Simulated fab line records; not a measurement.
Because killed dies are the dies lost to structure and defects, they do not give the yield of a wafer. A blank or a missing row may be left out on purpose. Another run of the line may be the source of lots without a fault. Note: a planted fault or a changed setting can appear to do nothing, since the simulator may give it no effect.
Split-lot experiment    flow n5_finfet    7 lots, 21 wafers read, on a route of 1938 steps

== THE SPLIT ==
At N5_SD_EPI_P_EPI_21 (deposits SiGe:B, time 355 s), the setting epi_growth_time_s was moved away from the recipe's 355 s on 8 of the 21 wafers read, by -9.9% to +8.2%. The other wafers ran this setting at the recipe's value.

The split's own step is where the reading is taken.

== THE READING ==
SiGe-B_of_SD_EPI_P_EPI_21.thk_nm (the simulator's own value, which no gauge read), in nm, at N5_SD_EPI_P_EPI_21 (deposits SiGe:B, time 355 s). No usual value for it is given in the file. Average 61.2 nm, standard deviation 0.61 nm, over the 13 wafers here run with the recipe.

wafer   tool, chamber at the split  epi_growth_time_s as run, s  against the recipe  SiGe-B_of_SD_EPI_P_EPI_21.thk_nm, nm  against lot-mates on the recipe
L075.1  epi_rpcvd-01, 0             355                          recipe              60.6                                  -
L075.2  epi_rpcvd-01, 0             355                          recipe              60.6                                  -
L075.5  epi_rpcvd-01, 0             355                          recipe              60.4                                  -
L080.1  epi_rpcvd-01, 0             319.7                        -9.9%               57.8                                  -3.4
L080.3  epi_rpcvd-01, 0             319.7                        -9.9%               57.6                                  -3.6
L080.4  epi_rpcvd-01, 0             355                          recipe              61.2                                  -
L086.2  epi_rpcvd-03, 0             325                          -8.5%               58                                    -3.4
L086.3  epi_rpcvd-03, 0             325                          -8.5%               58                                    -3.4
L086.4  epi_rpcvd-03, 0             355                          recipe              61.4                                  -
L087.1  epi_rpcvd-02, 0             355                          recipe              61.6                                  -
L087.3  epi_rpcvd-02, 0             355                          recipe              61.2                                  -
L087.5  epi_rpcvd-02, 0             332.3                        -6.4%               59.6                                  -1.8
L093.1  epi_rpcvd-03, 0             355                          recipe              62                                    -
L093.4  epi_rpcvd-03, 0             355                          recipe              61.8                                  -
L093.6  epi_rpcvd-03, 0             355                          recipe              61.2                                  -
L095.1  epi_rpcvd-01, 0             382.6                        +7.8%               63.4                                  +3.2
L095.4  epi_rpcvd-01, 0             382.6                        +7.8%               63.4                                  +3.2
L095.6  epi_rpcvd-01, 0             355                          recipe              60.2                                  -
L097.1  epi_rpcvd-01, 0             355                          recipe              62                                    -
L097.5  epi_rpcvd-01, 0             355                          recipe              62                                    -
L097.4  epi_rpcvd-01, 0             384.2                        +8.2%               65.6                                  +3.6

THE FIT
A straight line over all 21 wafers: SiGe-B_of_SD_EPI_P_EPI_21.thk_nm changes by +0.361 nm for each +1% of epi_growth_time_s; r = +0.95; the points scatter about the line by 0.65 nm.
The same after taking each lot's own level away (the mean of its wafers on the recipe; 21 wafers): +0.385 nm for each +1%; r = +0.99; scatter 0.26 nm.
The reading moves by 3.8 nm for the largest change in epi_growth_time_s, on that fit.
The span of the lots' own levels, 60.20 to 62.00 nm, comes to 3.0 times the standard deviation stated above.
Consequently the slope shifts little with the lot-to-lot level, the two slopes agreeing.
Check: with one of the wafers moved furthest among these (-9.9%) left out of the fit, the line predicts -3.83 nm for it against its lot-mates. It came out at -3.4 nm against them.

== THE WHOLE CHAIN: every reading that the file lists as answering this split, in the file's order ==
step                     what it does                 reading                                                                            change (the file's fit)                r (the file's)
N5_SD_EPI_P_EPI_21       deposits SiGe:B, time 355 s  SiGe-B_of_SD_EPI_P_EPI_21.thk_nm (the simulator's own value, which no gauge read)  +0.382 nm for each +1% of the setting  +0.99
N5_SD_EPI_P_EPI_MEAS_23                               thk_nm                                                                             withheld for each +1% of the setting   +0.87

== FILE'S OWN FIT ==
SiGe-B_of_SD_EPI_P_EPI_21.thk_nm changes by +0.382 nm for each +1% of epi_growth_time_s, r = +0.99.
